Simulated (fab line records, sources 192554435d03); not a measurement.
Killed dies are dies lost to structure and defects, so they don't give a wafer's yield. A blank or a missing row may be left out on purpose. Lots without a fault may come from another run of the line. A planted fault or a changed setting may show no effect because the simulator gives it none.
Which tool did it? | flow n5_finfet | 14 lots, 42 wafers sampled, at 2 steps of a route of 1938

WHAT THE GAUGES READ, wafer by wafer
N5_BEOL_M0_SAQP_THK_MEAS_05. Usual: thk_nm 59.8 nm, standard deviation 0.77.
lot  | measured     | on            | thk_nm (nm)    | flag
L482 | day 5 10:28  | film_metro-01 | 60.7 60.8 60.8 |
L483 | day 5 18:44  | film_metro-01 | 58.7 58.6 59.2 |
L484 | day 6 02:24  | film_metro-02 | 58.5 58.7 59.5 |
L485 | day 6 08:46  | film_metro-01 | 59.4 58.5 60.1 |
L488 | day 6 18:58  | film_metro-01 | 60.0 60.6 60.9 |
L489 | day 7 04:36  | film_metro-02 | 58.8 60.8 61.4 |
L490 | day 7 11:28  | film_metro-01 | 60.2 60.5 60.7 |
L492 | day 8 01:04  | film_metro-01 | 59.5 60.6 59.8 |
L493 | day 8 06:13  | film_metro-02 | 59.3 60.3 60.3 |
L495 | day 8 15:05  | film_metro-02 | 58.7 58.3 59.9 |
L497 | day 9 07:50  | film_metro-02 | 58.5 59.7 60.0 |
L499 | day 9 18:57  | film_metro-01 | 59.4 59.4 60.4 |
L500 | day 9 23:32  | film_metro-02 | 59.6 60.8 60.9 |
L505 | day 11 04:57 | film_metro-01 | 59.7 59.6 60.7 |

WHICH TOOL RAN EACH LOT (tool, then ch and the chambers of the sampled wafers, then the start)
lot  | N5_BEOL_M0_SAQP_PECVD_00
L482 | pecvd-02 ch 0,1,2, day 5 09:22
L483 | pecvd-04 ch 1,2, day 5 16:18
L484 | pecvd-04 ch 1,2, day 6 00:56
L485 | pecvd-03 ch 0,1,2, day 6 07:49
L488 | pecvd-03 ch 0,1, day 6 18:29
L489 | pecvd-03 ch 1,2, day 7 03:19
L490 | pecvd-04 ch 0,1,2, day 7 11:02
L492 | pecvd-04 ch 0,1,2, day 8 00:41
L493 | pecvd-03 ch 0,1, day 8 03:40
L495 | pecvd-02 ch 0,1,2, day 8 14:09
L497 | pecvd-02 ch 0,1,2, day 9 06:12
L499 | pecvd-03 ch 0,1, day 9 17:50
L500 | pecvd-03 ch 0,1, day 9 21:53
L505 | pecvd-02 ch 0,1,2, day 11 02:38
- N5_BEOL_M0_SAQP_PECVD_00: deposits SiCN from 3MS/NH3, target thk 8 nm, time 14 s.

WHAT THE TOOLS THEMSELVES READ (means of the sampled wafers that have a number; where no wafer has one, the mark that the record gives instead)
N5_BEOL_M0_SAQP_PECVD_00. Usual: showerhead_plenum_p_Torr 3.662 Torr, standard deviation 0.012; throttle_valve_pct 9.2 %, standard deviation 0.57.
lot  | tool     | showerhead_plenum_p_Torr (Torr) | throttle_valve_pct (%) | flag
L482 | pecvd-02 | 3.654                           | 9.5                    |
L483 | pecvd-04 | 3.666                           | 8.7                    |
L484 | pecvd-04 | 3.664                           | 9.1                    |
L485 | pecvd-03 | 3.664                           | 8.9                    |
L488 | pecvd-03 | 3.668                           | 8.8                    |
L489 | pecvd-03 | 3.652                           | 8.8                    |
L490 | pecvd-04 | 3.665                           | 9.2                    |
L492 | pecvd-04 | 3.661                           | 9.1                    |
L493 | pecvd-03 | 3.667                           | 9.0                    |
L495 | pecvd-02 | 3.659                           | 9.7                    |
L497 | pecvd-02 | 3.656                           | 9.7                    |
L499 | pecvd-03 | 3.667                           | 8.9                    |
L500 | pecvd-03 | 3.667                           | 9.0                    |
L505 | pecvd-02 | 3.656                           | 9.7                    |

THE ANSWER, worked out from the rows above alone
Rule: a lot is off if the mean of its wafers that have a number lies more than 3 standard deviations from the usual mean. A lot without any number at a reading at which 4 lots or more have one is off too. The other lots that the step has rows for count as sound. The gauges are gone through in route order, then the tools' own readings, and for those a lot's mean is taken as printed above. The first step at which some lot is off is used, and at that step the reading that is off furthest; a lot without a number counts as furthest.
No lot is off at any reading shown: from this, nothing can be told.

WHAT THE SIMULATOR HAD PUT IN
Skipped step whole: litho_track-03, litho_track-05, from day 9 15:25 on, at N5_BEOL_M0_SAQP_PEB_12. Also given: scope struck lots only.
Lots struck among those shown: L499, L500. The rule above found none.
